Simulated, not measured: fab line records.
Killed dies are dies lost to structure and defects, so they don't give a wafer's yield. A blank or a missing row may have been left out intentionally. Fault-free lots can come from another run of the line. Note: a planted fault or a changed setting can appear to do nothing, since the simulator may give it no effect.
Matching of chambers    flow nand harc    3 sister chambers for NHARC_P_BONDPAD_DEP_00 on pecvd-02
The step deposits SiCN, target thk 250 nm. 3 wafers are shown with their chamber, then 7 later ones without.

WAFERS, EACH WITH ITS CHAMBER
wafer   chamber  heater power w (W)
L623.4  1        479
L627.2  2        576
L627.4  0        690

WAFERS WHOSE CHAMBER IS MISSING
wafer   heater power w (W)
L627.6  496
L628.1  529
L628.3  663
L628.4  571
L637.3  750
L637.5  541
L637.6  539

WHICH CHAMBER EACH WENT THROUGH
wafer   from the rows above      in truth
L627.6  can't be placed: 1 or 2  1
L628.1  can't be placed: 2 or 1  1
L628.3  can't be placed: 0 or 2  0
L628.4  2                        2
L637.3  0                        0
L637.5  can't be placed: 2 or 1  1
L637.6  can't be placed: 2 or 1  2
Placed correctly: 2 of 7. These rows do not allow placing 5 (true chamber among the candidates in 5). Number placed wrongly: 0.
How it was worked out, from the rows above alone: a wafer's distance from a chamber is the root of the sum, over the readings, of the square of ((its reading less the chamber's mean) divided by the reading's scatter). The wafer belongs to the nearest chamber; if the next one is less than 2 further off, it can't be placed. For every chamber, the mean is computed from those of its wafers that are shown. The scatter (one wafer shown for each chamber): square how far every hidden wafer sits from the nearest shown wafer, average those squares and take the square root.
